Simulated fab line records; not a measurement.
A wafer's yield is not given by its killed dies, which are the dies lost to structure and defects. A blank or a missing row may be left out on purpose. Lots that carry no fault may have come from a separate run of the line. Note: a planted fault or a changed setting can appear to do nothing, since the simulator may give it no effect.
Matching of chambers    flow n5Finfet    N5_BEOL_M0_SAQP_ETCH_84 on rieDiel-01 has 4 sister chambers
The step etches SOC in N2/H2, target depth 100 nm, overetch 20 nm, time 150 s. 22 wafers are shown with their chamber, then 10 later ones without.

## EACH WAFER AND ITS CHAMBER
wafer   chamber  drypumpMotorCurrentA (A)  showerheadPlenumPTorr (Torr)  throttleValvePct (%)
L403.1  2        5.3                       2.52                          17.79
L403.4  3        5.7                       2.64                          17.57
L403.6  0        6.1                       2.62                          18.36
L404.2  2        5.3                       2.52                          17.81
L404.3  3        5.7                       2.64                          17.58
L404.5  2        5.3                       2.52                          17.80
L405.2  1        5.9                       2.64                          18.34
L405.4  2        5.3                       2.52                          17.78
L405.5  0        6.1                       2.62                          18.36
L406.2  2        5.3                       2.52                          17.80
L406.5  3        5.7                       2.64                          17.58
L406.6  1        6.0                       2.64                          18.37
L415.1  3        5.8                       2.63                          17.60
L415.3  2        5.3                       2.51                          17.84
L417.1  3        5.8                       2.63                          17.62
L417.2  2        5.3                       2.51                          17.84
L417.3  0        6.1                       2.61                          17.96
L419.1  0        6.1                       2.61                          17.96
L419.2  1        6.0                       2.62                          18.42
L419.6  1        5.9                       2.62                          18.41
L420.4  2        5.3                       2.51                          17.85
L420.5  1        5.9                       2.62                          18.40

SIGNATURES (means of the wafers above)
reading                chamber 0  chamber 1  chamber 2  chamber 3  scatter within a chamber
drypumpMotorCurrentA   6.100      5.940      5.300      5.740      0.0365
showerheadPlenumPTorr  2.6150     2.6280     2.5162     2.6360     0.00702
throttleValvePct       18.1600    18.3880    17.8137    17.5900    0.0974
Rule: distance of a wafer from a chamber = root of the sum over the readings of ((wafer's reading minus chamber's mean) / reading's scatter) squared. The wafer belongs to the nearest chamber; if the next one is less than 2 further off, it can't be placed. The scatter: the root of (the sum of the squares of (reading less its chamber's mean) over the shown wafers, divided by (wafers less chambers)).

## WAFERS WITH NO CHAMBER GIVEN
wafer   drypumpMotorCurrentA (A)  showerheadPlenumPTorr (Torr)  throttleValvePct (%)
L420.6  6.1                       2.61                          17.96
L421.1  5.7                       2.62                          17.63
L421.5  6.0                       2.62                          18.40
L421.6  6.1                       2.61                          17.96
L422.3  6.1                       2.61                          18.00
L422.4  5.3                       2.50                          17.87
L422.6  6.1                       2.61                          17.98
L424.1  6.1                       2.61                          17.99
L424.4  6.1                       2.61                          17.98
L424.6  5.8                       2.62                          17.63

## WHICH CHAMBER EACH ONE RAN IN
wafer   from the rows above      in truth
L420.6  0                        0
L421.1  3                        3
L421.5  can't be placed: 1 or 0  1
L421.6  0                        0
L422.3  0                        0
L422.4  2                        2
L422.6  0                        0
L424.1  0                        0
L424.4  0                        0
L424.6  3                        3
Correctly placed: 9 of 10. From these rows, 1 cannot be placed; in 1 the true chamber is one of the candidates. Placed wrongly: 0.
